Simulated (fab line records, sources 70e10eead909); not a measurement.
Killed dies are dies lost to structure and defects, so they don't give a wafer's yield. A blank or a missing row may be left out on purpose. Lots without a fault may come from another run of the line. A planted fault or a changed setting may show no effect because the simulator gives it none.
A struck lot beside a sound one | flow nand_harc | 14 steps out of a route of 1159
Sound: wafers L913.1, L913.3, L913.6. Struck: wafers L927.2, L927.3, L927.6. The cause comes at the end.
At each step with rows: each side's tool, then ch and its chambers, then its first start. Under that, the readings that differ: sound wafers | struck wafers | difference of the means | sigmas: that difference in standard deviations of wafers without a fault.
alike: readings whose means differ by less than 2 such deviations, and words and numbers that are the same on both sides. not compared: withheld readings, readings that some wafer has no value for, bounds like >300 that may hide the same value, and numbers for which the record gives no deviation and whose values overlap.
The two part at a step that has a row with sigmas, a row that says differs or no value, or rows on one side only. Numbers that don't overlap but have no deviation are shown without sigmas and don't part them. A reading that every wafer of one side lacks parts them only if that side has two wafers or more.

NHARC_P_M2_CD_MEAS_09: target cd 170 nm.
  sound on cd_sem-01 ch 0, day 6 22:34; struck on cd_sem-02 ch 0, day 10 09:08
  alike: cd_nm
NHARC_P_M2_OVL_MEAS_10: pitch 340 nm.
  sound on overlay-01, day 6 22:39; struck on overlay-01, day 10 09:14
  alike: overlay_x_nm, overlay_y_nm
NHARC_P_M2_INSPECT_11:
  sound on defect_inspect-01, day 6 22:41; struck on defect_inspect-01, day 10 09:17
  alike: raw_defect_count
then, 1 step without rows for these wafers: NHARC_P_M2_DESCUM_14 (chemistry O2, time 3 s).
NHARC_P_M2_ETCH_35: etches the open film in N2/H2, target depth 40 nm, overetch 12 nm, time 43.94 s.
  sound on rie_diel-11 ch 0,2, day 6 22:50; struck on rie_diel-08 ch 0,3, day 10 09:26
  alike: drypump_motor_current_A, oes_product_au, rf_vpp_V, showerhead_plenum_p_Torr, throttle_valve_pct
  not compared: rf_hours_counter_h
NHARC_P_M2_ETCH_15: etches the open film in C4F8/Ar, target depth 182.5 nm, time 91.2 s.
  sound on rie_diel-11 ch 0,1; struck on rie_diel-08 ch 0,1,3
  alike: oes_product_au, rf_vpp_V
  not compared: rf_hours_counter_h
NHARC_P_M2_CD_MEAS_16:
  sound on cd_sem-01, day 6 23:03; struck on cd_sem-01, day 10 09:45
  alike: cd_nm
then, 1 step without rows for these wafers: NHARC_P_M2_STRIP_18 (strips in N2/H2).
NHARC_P_M2_ETCH_28: etches the open film in CF4/N2, target depth 30 nm, time 72.99 s.
  sound on rie_diel-11 ch 0,1,2; struck on rie_diel-02 ch 0,2
  reading                | sound                | struck               | difference | sigmas
  throttle_valve_pct (%) | 19.790 19.785 19.792 | 19.808 19.807 19.808 | +0.019     | +2
  alike: drypump_motor_current_A, oes_product_au, rf_vpp_V, showerhead_plenum_p_Torr
  not compared: rf_hours_counter_h
then, 1 step without rows for these wafers: NHARC_P_M2_STRIP_19 (strips in post etch residue remover, time 600 s).
NHARC_P_M2_DEGAS_29: time 60 s.
  sound on pvd_sputter-01, day 6 23:48; struck on pvd_sputter-03, day 10 10:28
  alike: heater_power_w
then, 1 step without rows for these wafers: NHARC_P_M2_PRE_CLEAN_30 (time 30 s).
NHARC_P_M2_PVD_20: deposits TaN, target thk 5 nm, time 8.06 s.
  sound on pvd_sputter-01, day 6 23:55; struck on pvd_sputter-03, day 10 10:35
  no value came back on the struck wafers for bias_v (V), cathode_dc_power_W (W), throttle_valve_pct (%); on the sound wafers bias_v (V) reads 168.2 170.3 169.1
NHARC_P_M2_PVD_21: deposits Cu, target thk 30 nm, time 20.49 s.
  sound on pvd_sputter-01; struck on pvd_sputter-03
  alike: cathode_dc_power_W, chamber_pressure_pa, throttle_valve_pct

WHERE THEY PART
First at NHARC_P_M2_ETCH_28; last, within this record, at NHARC_P_M2_PVD_20. Later steps at which nothing parts them and some readings are alike: NHARC_P_M2_PVD_21.

WHY: what the simulator had put in
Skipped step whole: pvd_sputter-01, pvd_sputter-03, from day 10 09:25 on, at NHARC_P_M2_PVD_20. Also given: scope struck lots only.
